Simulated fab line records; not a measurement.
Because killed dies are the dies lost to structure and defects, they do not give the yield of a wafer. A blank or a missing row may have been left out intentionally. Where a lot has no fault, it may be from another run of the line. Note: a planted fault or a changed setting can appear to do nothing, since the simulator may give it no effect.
Chamber matching -- flow nandHarc -- 4 sister chambers for NHARC_P_CONTACT_ALD_22 on aldMetal-01
The step deposits TiN, target thk 3 nm, pulse time 1 s, ald cycles 150. 4 wafers are shown with their chamber, then 11 later ones without.

## WAFERS PAIRED WITH THEIR CHAMBERS
wafer,chamber,heaterPowerW (W)
L088.6,2,1208
L094.2,3,1135
L094.4,0,970
L094.1,1,1142

## WAFERS WHOSE CHAMBER IS MISSING
wafer,heaterPowerW (W)
L094.3,1239
L094.5,966
L092.1,1131
L092.2,966
L092.6,1174
L096.1,1190
L096.3,1168
L096.4,953
L096.2,1125
L096.5,961
L096.6,1117

## WHICH CHAMBER EACH WENT THROUGH
wafer,from the rows above,in truth
L094.3,2,2
L094.5,0,0
L092.1,can't be placed: 3 or 1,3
L092.2,0,0
L092.6,can't be placed: 1 or 2 or 3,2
L096.1,can't be placed: 2 or 1 or 3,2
L096.3,can't be placed: 1 or 3 or 2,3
L096.4,0,0
L096.2,can't be placed: 3 or 1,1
L096.5,0,0
L096.6,can't be placed: 3 or 1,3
Placed correctly: 5 of 11. Not placeable from these rows: 6 (in 6, the candidates include the true chamber). Placed wrongly: 0.
How it was worked out, from the rows above alone: a wafer's distance from a chamber is the root of the sum, over the readings, of the square of ((its reading less the chamber's mean) divided by the reading's scatter). The wafer belongs to the nearest chamber; if the next one is less than 2 further off, it can't be placed. Each chamber's mean is taken over the wafers shown for it. The scatter: with one shown wafer a chamber, the root of the mean of the squares of how far each hidden wafer lies from its nearest shown one.
